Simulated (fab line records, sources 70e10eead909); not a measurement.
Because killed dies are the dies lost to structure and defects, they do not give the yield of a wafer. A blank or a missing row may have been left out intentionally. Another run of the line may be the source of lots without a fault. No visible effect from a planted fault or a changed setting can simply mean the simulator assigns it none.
Chamber matching || flow nandHarc || NHARC_A_M0_STRIP_18 on rieDiel-07 has 4 sister chambers
The step strips in N2/H2. 14 wafers are shown with their chamber, then 7 later ones without.

EACH WAFER AND ITS CHAMBER
{"wafer": "L077.2", "chamber": 2, "showerheadPlenumPTorr (Torr)": 2.20, "drypumpMotorCurrentA (A)": 5.4, "throttleValvePct (%)": 14.168}
{"wafer": "L077.4", "chamber": 3, "showerheadPlenumPTorr (Torr)": 1.93, "drypumpMotorCurrentA (A)": 5.4, "throttleValvePct (%)": 14.175}
{"wafer": "L077.5", "chamber": 3, "showerheadPlenumPTorr (Torr)": 1.93, "drypumpMotorCurrentA (A)": 5.4, "throttleValvePct (%)": 14.188}
{"wafer": "L085.3", "chamber": 2, "showerheadPlenumPTorr (Torr)": 2.20, "drypumpMotorCurrentA (A)": 5.4, "throttleValvePct (%)": 14.175}
{"wafer": "L085.4", "chamber": 1, "showerheadPlenumPTorr (Torr)": 2.19, "drypumpMotorCurrentA (A)": 5.3, "throttleValvePct (%)": 14.149}
{"wafer": "L085.6", "chamber": 0, "showerheadPlenumPTorr (Torr)": 2.07, "drypumpMotorCurrentA (A)": 5.8, "throttleValvePct (%)": 14.167}
{"wafer": "L089.3", "chamber": 0, "showerheadPlenumPTorr (Torr)": 2.07, "drypumpMotorCurrentA (A)": 5.8, "throttleValvePct (%)": 14.163}
{"wafer": "L089.4", "chamber": 3, "showerheadPlenumPTorr (Torr)": 1.93, "drypumpMotorCurrentA (A)": 5.4, "throttleValvePct (%)": 14.170}
{"wafer": "L089.6", "chamber": 2, "showerheadPlenumPTorr (Torr)": 2.20, "drypumpMotorCurrentA (A)": 5.4, "throttleValvePct (%)": 14.191}
{"wafer": "L095.2", "chamber": 0, "showerheadPlenumPTorr (Torr)": 2.06, "drypumpMotorCurrentA (A)": 5.8, "throttleValvePct (%)": 14.172}
{"wafer": "L095.5", "chamber": 2, "showerheadPlenumPTorr (Torr)": 2.20, "drypumpMotorCurrentA (A)": 5.3, "throttleValvePct (%)": 14.170}
{"wafer": "L095.6", "chamber": 3, "showerheadPlenumPTorr (Torr)": 1.92, "drypumpMotorCurrentA (A)": 5.4, "throttleValvePct (%)": 14.163}
{"wafer": "L094.3", "chamber": 3, "showerheadPlenumPTorr (Torr)": 1.93, "drypumpMotorCurrentA (A)": 5.4, "throttleValvePct (%)": 14.172}
{"wafer": "L094.4", "chamber": 0, "showerheadPlenumPTorr (Torr)": 2.06, "drypumpMotorCurrentA (A)": 5.8, "throttleValvePct (%)": 14.186}

SIGNATURES, as means of the wafers listed above
{"reading": "showerheadPlenumPTorr", "chamber 0": 2.0650, "chamber 1": 2.1900, "chamber 2": 2.2000, "chamber 3": 1.9280, "scatter within a chamber": 0.00424}
{"reading": "drypumpMotorCurrentA", "chamber 0": 5.800, "chamber 1": 5.300, "chamber 2": 5.375, "chamber 3": 5.400, "scatter within a chamber": 0.0274}
{"reading": "throttleValvePct", "chamber 0": 14.17200, "chamber 1": 14.14900, "chamber 2": 14.17600, "chamber 3": 14.17360, "scatter within a chamber": 0.00982}
Rule: for a wafer and a chamber, the distance is found by dividing, reading by reading, the gap between the wafer's reading and the chamber's mean by the reading's scatter, squaring, summing and taking the root. The wafer belongs to the nearest chamber; if the next one is less than 2 further off, it can't be placed. How the scatter is found: for the shown wafers, subtract from each reading the mean of its chamber, square and add these, divide the total by (wafers less chambers), then take the root.

WAFERS WITHOUT THEIR CHAMBER
{"wafer": "L094.5", "showerheadPlenumPTorr (Torr)": 2.20, "drypumpMotorCurrentA (A)": 5.4, "throttleValvePct (%)": 14.189}
{"wafer": "L096.1", "showerheadPlenumPTorr (Torr)": 2.19, "drypumpMotorCurrentA (A)": 5.3, "throttleValvePct (%)": 14.164}
{"wafer": "L096.3", "showerheadPlenumPTorr (Torr)": 2.20, "drypumpMotorCurrentA (A)": 5.4, "throttleValvePct (%)": 14.166}
{"wafer": "L096.5", "showerheadPlenumPTorr (Torr)": 2.06, "drypumpMotorCurrentA (A)": 5.8, "throttleValvePct (%)": 14.162}
{"wafer": "L097.1", "showerheadPlenumPTorr (Torr)": 2.06, "drypumpMotorCurrentA (A)": 5.8, "throttleValvePct (%)": 14.171}
{"wafer": "L097.2", "showerheadPlenumPTorr (Torr)": 1.93, "drypumpMotorCurrentA (A)": 5.4, "throttleValvePct (%)": 14.181}
{"wafer": "L097.5", "showerheadPlenumPTorr (Torr)": 2.06, "drypumpMotorCurrentA (A)": 5.8, "throttleValvePct (%)": 14.187}

WHICH CHAMBER EACH ONE RAN IN
{"wafer": "L094.5", "from the rows above": 2, "in truth": 2}
{"wafer": "L096.1", "from the rows above": 1, "in truth": 1}
{"wafer": "L096.3", "from the rows above": 2, "in truth": 2}
{"wafer": "L096.5", "from the rows above": 0, "in truth": 0}
{"wafer": "L097.1", "from the rows above": 0, "in truth": 0}
{"wafer": "L097.2", "from the rows above": 3, "in truth": 3}
{"wafer": "L097.5", "from the rows above": 0, "in truth": 0}
Placed correctly: 7 of 7. Number that these rows cannot place: 0. Placed wrongly: 0.
